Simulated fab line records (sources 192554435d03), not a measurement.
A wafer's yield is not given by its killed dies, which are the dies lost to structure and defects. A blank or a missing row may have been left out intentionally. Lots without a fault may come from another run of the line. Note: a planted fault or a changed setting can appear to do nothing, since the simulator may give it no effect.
Struck lot and sound lot, side by side || flow n5_finfet || 39 out of 1938 route steps
Sound: the wafers L440.1, L440.2, L440.4. Wafers L447.2, L447.3, L447.6 were the ones struck. At the end, the cause is stated.
At each step with rows: each side's tool, then ch and its chambers, then its first start. Under that, the readings that differ: sound wafers || struck wafers || difference of the means || sigmas: that difference in standard deviations of wafers without a fault.
alike: readings whose means differ by less than 2 such deviations, and words and numbers that are the same on both sides. not compared: withheld readings, readings that some wafer has no value for, bounds like >300 that may hide the same value, and numbers for which the record gives no deviation and whose values overlap.
Wherever a step has rows on one side only, a row that says differs or no value, or a row with sigmas, the two part there. Non-overlapping numbers with no deviation appear without sigmas and do not part them. A reading missing from all wafers of one side parts the sides only when that side holds two or more wafers.

first, 11 steps without rows for these wafers: N5_FIN_CUT_STRIP_31 (strips in N2/H2); N5_FIN_CUT_STRIP_24 (strips in CF4); N5_FIN_CUT_CUT_ETCH_26 (etches SiNx in CH3F/O2, target depth 39 nm, time 55.7 s); N5_FIN_CUT_CUT_ETCH_27 (etches SiO2 in CHF3/O2, target depth 4 nm, overetch 2 nm, time 4.9 s); N5_FIN_CUT_PRECLEAN_35 (cleans in vHF, time 13.3 s); N5_FIN_CUT_CUT_ETCH_15 (etches Si in HBr/Cl2/O2, target depth 100 nm, bt time 10 s, time 42.4 s); N5_FIN_CUT_CUT_ETCH_28 (etches Si in HBr/Cl2/O2, target depth 6 nm, time 2.4 s); N5_FIN_CUT_STRIP_22 (strips in N2/H2); N5_FIN_CUT_PRECLEAN_36 (cleans in O3/DIW, time 60 s); N5_FIN_CUT_SRD_32 (time 30 s); N5_FIN_CUT_UV_OZONE_34 (time 120 s).
N5_STI_FIN_REVEAL_ALD_00: deposits SiO2, target thk 1 nm, pulse time 1 s.
  sound on ald_sin-01 ch 1,2,3, day 4 09:42; struck on ald_sin-02 ch 0,2,3, day 6 03:31
  no value came back on the struck wafers for any of 6 readings (chamber_pressure_Torr (Torr), heater_power_outer_w (W) and others); on the sound wafers chamber_pressure_Torr (Torr) reads 2.007 1.998 2.001
then, 25 steps without rows for these wafers: N5_STI_FIN_REVEAL_ALD_14 (deposits Si3N4, target thk 3 nm); N5_STI_FIN_REVEAL_FCVD_FILL_01 (material SiO2 flowable, target thk 312 nm, time 512.2 s); N5_STI_FIN_REVEAL_DENSIFY_02 (time 1800 s); N5_STI_FIN_REVEAL_CMP_04 (polishes, stops on Si3N4, t overpolish 4 s, target thk 131.83 nm); N5_STI_FIN_REVEAL_DENSIFY_30; N5_STI_FIN_REVEAL_ETCHBACK_08 (etches SiO2 in C4F6/O2, target depth 30.5 nm, time 10.167 s); N5_STI_FIN_REVEAL_STRIP_24 (strips in N2/H2, time 90 s); N5_STI_FIN_REVEAL_PRECLEAN_25 (cleans in SPM, time 90 s); N5_STI_FIN_REVEAL_PRECLEAN_26 (cleans in SC1, time 45 s); N5_STI_FIN_REVEAL_PRECLEAN_29 (cleans in DHF, time 30 s); N5_STI_FIN_REVEAL_SRD_12 (time 30 s); N5_STI_FIN_REVEAL_RECESS_09 (chemistry HF/NH3, target SiO2, afs cycles 11, target depth 42.5 nm, sublimation time 60 s); N5_STI_FIN_REVEAL_STRIP_16 (strips SiNx in H3PO4, target depth 23.8 nm); N5_STI_FIN_REVEAL_PRECLEAN_17 (cleans in NF3:NH3, afs cycles 1, time 20 s, sublimation time 60 s); N5_STI_FIN_REVEAL_ETCH_34 (etches Si in H2, material Si, target depth 0.97 nm); N5_STI_FIN_REVEAL_OXIDATION_31 (chemistry O2 PLASMA REMOTE, time 20 s); N5_STI_FIN_REVEAL_PRECLEAN_32 (cleans in NF3:NH3, afs cycles 1, time 20 s, sublimation time 60 s); N5_STI_FIN_REVEAL_STRIP_35 (strips Si3N4 in H3PO4, target depth 4 nm, time 39 s); N5_STI_FIN_REVEAL_SRD_21 (time 30 s); N5_STI_FIN_REVEAL_OXIDATION_33 (chemistry O2 PLASMA REMOTE, time 20 s); N5_STI_FIN_REVEAL_CLEAN_19 (cleans in O3/DIW, time 120 s); N5_STI_FIN_REVEAL_SRD_23 (time 30 s); N5_STI_FIN_REVEAL_PRECLEAN_18 (cleans in SC2, time 45 s); N5_STI_FIN_REVEAL_SRD_28 (time 30 s); N5_DUMMY_GATE_PRECLEAN_00 (cleans in O3/DIW, time 60 s).
-- record jumps: 7 days separate the struck wafers' starts on either side; left off in module DUMMY_GATE, taken up again in module BEOL_M4, whose first shown step is the route's number 1111 --
N5_BEOL_M4_RC_MEAS_101:
  sound on prober-02 ch 0, day 10 06:15; struck on prober-01 ch 0, day 12 21:37
  alike: DIBL_N, DIBL_P, IOFF_N, IOFF_P, ION_N, ION_P, SS_N, SS_P, VT_N, VT_P
-- a jump in the record: the struck wafers' starts before and after are 5 days apart (it breaks off in module BEOL_M4 and resumes in module PASSIVATION, where the first step shown is number 1936 of the route) --
N5_PASSIVATION_PROBE_49:
  struck on prober-01, day 17 14:40; sound on prober-02, day 14 23:49
{"reading": "defect_limited_yield (%)", "sound": "91.7 92.3 92.5", "struck": "80.3 80.1 82.7", "difference": -11.1, "sigmas": -9}
{"reading": "killed_at_front_end", "sound": "38 35 42", "struck": "173 146 143", "difference": "+116", "sigmas": "+12"}
{"reading": "killed_dies", "sound": "98 91 89", "struck": "233 235 204", "difference": "+131", "sigmas": "+9"}
{"reading": "killed_on_rim", "sound": "13 13 14", "struck": "81 16 8", "difference": "+22", "sigmas": "+5"}
{"reading": "sort_bin_5_function (%)", "sound": "5.5 4.3 4.7", "struck": "15.8 15.8 14.2", "difference": "+10.4", "sigmas": "+12"}
{"reading": "sort_n_pass", "sound": "1082 1089 1088", "struck": "947 945 976", "difference": -130, "sigmas": -8}
{"reading": "sort_yield_pct (%)", "sound": "91.7 92.3 92.2", "struck": "80.3 80.1 82.7", "difference": -11.0, "sigmas": -8}
  alike: killed_at_M0_to_M3, killed_at_M4_up, killed_at_contacts, killed_at_other, killed_open, killed_short, sort_bin_6_memory, sort_bin_8_speed

## WHERE THEY PART
At N5_STI_FIN_REVEAL_ALD_00 first; at N5_PASSIVATION_PROBE_49 last (within this record only).

WHY: what the simulator had put in
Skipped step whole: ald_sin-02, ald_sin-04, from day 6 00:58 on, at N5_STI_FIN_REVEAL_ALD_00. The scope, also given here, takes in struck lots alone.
